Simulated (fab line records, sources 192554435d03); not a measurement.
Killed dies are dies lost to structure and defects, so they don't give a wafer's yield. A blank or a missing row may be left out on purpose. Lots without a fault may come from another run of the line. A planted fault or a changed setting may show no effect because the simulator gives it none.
Chamber matching | flow n5_finfet | N5_BEOL_M15_DESCUM_33 on rie_diel-05: 4 sister chambers
The step chemistry O2, time 7.9 s. 16 wafers are shown with their chamber, then 8 later ones without.

WAFERS WITH THEIR CHAMBER
wafer  | chamber | drypump_motor_current_A (A) | showerhead_plenum_p_Torr (Torr) | throttle_valve_pct (%)
L074.1 | 3       | 5.1                         | 2.22                            | 20.30
L074.3 | 0       | 6.8                         | 2.19                            | 20.30
L074.4 | 2       | 5.1                         | 2.04                            | 20.61
L077.1 | 1       | 5.4                         | 1.98                            | 20.30
L077.4 | 2       | 5.0                         | 2.04                            | 20.64
L077.5 | 0       | 6.8                         | 2.19                            | 20.30
L079.1 | 2       | 5.0                         | 2.04                            | 20.63
L079.3 | 0       | 6.8                         | 2.19                            | 20.30
L079.4 | 3       | 5.1                         | 2.22                            | 20.32
L090.2 | 1       | 5.4                         | 1.97                            | 20.34
L090.3 | 2       | 5.0                         | 2.03                            | 20.65
L090.5 | 1       | 5.4                         | 1.97                            | 20.34
L093.3 | 1       | 5.4                         | 1.97                            | 20.34
L093.5 | 1       | 5.4                         | 1.97                            | 20.34
L093.6 | 0       | 6.8                         | 2.18                            | 20.33
L092.2 | 3       | 5.1                         | 2.22                            | 20.35

SIGNATURES (means of the wafers above)
reading                  | chamber 0 | chamber 1 | chamber 2 | chamber 3 | scatter within a chamber
drypump_motor_current_A  | 6.800     | 5.400     | 5.025     | 5.100     | 0.025
showerhead_plenum_p_Torr | 2.1875    | 1.9720    | 2.0375    | 2.2200    | 0.00438
throttle_valve_pct       | 20.3075   | 20.3320   | 20.6325   | 20.3233   | 0.0185
Rule: a wafer's distance from a chamber is the root of the sum, over the readings, of the square of ((its reading less the chamber's mean) divided by the reading's scatter). The wafer belongs to the nearest chamber; if the next one is less than 2 further off, it can't be placed. The scatter: the root of (the sum of the squares of (reading less its chamber's mean) over the shown wafers, divided by (wafers less chambers)).

WAFERS WITHOUT THEIR CHAMBER
wafer  | drypump_motor_current_A (A) | showerhead_plenum_p_Torr (Torr) | throttle_valve_pct (%)
L092.4 | 5.1                         | 2.03                            | 20.66
L092.5 | 6.8                         | 2.18                            | 20.33
L095.1 | 5.1                         | 2.21                            | 20.35
L095.4 | 6.8                         | 2.18                            | 20.36
L095.6 | 5.4                         | 1.97                            | 20.35
L097.3 | 5.1                         | 2.21                            | 20.34
L097.5 | 5.1                         | 2.03                            | 20.67
L097.6 | 5.1                         | 2.21                            | 20.35

WHICH CHAMBER EACH WENT THROUGH
wafer  | from the rows above | in truth
L092.4 | 2                   | 2
L092.5 | 0                   | 0
L095.1 | 3                   | 3
L095.4 | 0                   | 0
L095.6 | 1                   | 1
L097.3 | 3                   | 3
L097.5 | 2                   | 2
L097.6 | 3                   | 3
Placed correctly: 8 of 8. Can't be placed from these rows: 0. Placed wrongly: 0.
